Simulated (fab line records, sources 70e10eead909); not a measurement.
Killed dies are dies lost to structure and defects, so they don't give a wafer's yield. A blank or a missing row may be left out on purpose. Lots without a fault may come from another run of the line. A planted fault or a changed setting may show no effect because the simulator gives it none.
Chamber matching | flow nand_harc | NHARC_A_M0_ETCH_34 on rie_diel-07: 4 sister chambers
The step etches the open film in N2/H2, target depth 40 nm, overetch 12 nm, time 43.94 s. 16 wafers are shown with their chamber, then 8 later ones without.

WAFERS WITH THEIR CHAMBER
wafer  | chamber | showerhead_plenum_p_Torr (Torr) | drypump_motor_current_A (A) | rf_vpp_V (V)
L074.1 | 0       | 2.20                            | 4.6                         | 434.6
L074.5 | 3       | 2.11                            | 6.4                         | 431.9
L074.6 | 0       | 2.20                            | 4.6                         | 434.5
L079.3 | 0       | 2.19                            | 4.6                         | 433.8
L079.5 | 0       | 2.20                            | 4.6                         | 434.7
L079.6 | 1       | 1.93                            | 6.3                         | 427.3
L080.1 | 0       | 2.19                            | 4.6                         | 433.3
L080.4 | 3       | 2.11                            | 6.4                         | 433.3
L080.5 | 2       | 2.10                            | 5.5                         | 431.7
L086.2 | 0       | 2.19                            | 4.6                         | 434.8
L086.4 | 1       | 1.93                            | 6.3                         | 427.3
L086.5 | 1       | 1.93                            | 6.4                         | 427.6
L091.2 | 2       | 2.10                            | 5.5                         | 433.8
L091.3 | 3       | 2.11                            | 6.4                         | 430.7
L091.5 | 3       | 2.11                            | 6.4                         | 432.7
L088.4 | 0       | 2.19                            | 4.6                         | 433.1

SIGNATURES (means of the wafers above)
reading                  | chamber 0 | chamber 1 | chamber 2 | chamber 3 | scatter within a chamber
showerhead_plenum_p_Torr | 2.1943    | 1.9300    | 2.1000    | 2.1100    | 0.00378
drypump_motor_current_A  | 4.600     | 6.333     | 5.500     | 6.400     | 0.0236
rf_vpp_V                 | 434.114   | 427.400   | 432.750   | 432.150   | 0.868
Rule: a wafer's distance from a chamber is the root of the sum, over the readings, of the square of ((its reading less the chamber's mean) divided by the reading's scatter). The wafer belongs to the nearest chamber; if the next one is less than 2 further off, it can't be placed. The scatter: the root of (the sum of the squares of (reading less its chamber's mean) over the shown wafers, divided by (wafers less chambers)).

WAFERS WITHOUT THEIR CHAMBER
wafer  | showerhead_plenum_p_Torr (Torr) | drypump_motor_current_A (A) | rf_vpp_V (V)
L088.5 | 2.10                            | 5.5                         | 431.2
L088.6 | 2.11                            | 6.4                         | 433.9
L092.3 | 2.11                            | 6.4                         | 432.1
L092.5 | 2.19                            | 4.6                         | 433.6
L092.6 | 2.11                            | 6.4                         | 432.9
L095.3 | 2.19                            | 4.6                         | 435.7
L095.5 | 2.11                            | 6.4                         | 432.6
L095.6 | 2.09                            | 5.5                         | 430.4

WHICH CHAMBER EACH WENT THROUGH
wafer  | from the rows above | in truth
L088.5 | 2                   | 2
L088.6 | 3                   | 3
L092.3 | 3                   | 3
L092.5 | 0                   | 0
L092.6 | 3                   | 3
L095.3 | 0                   | 0
L095.5 | 3                   | 3
L095.6 | 2                   | 2
Placed correctly: 8 of 8. Can't be placed from these rows: 0. Placed wrongly: 0.
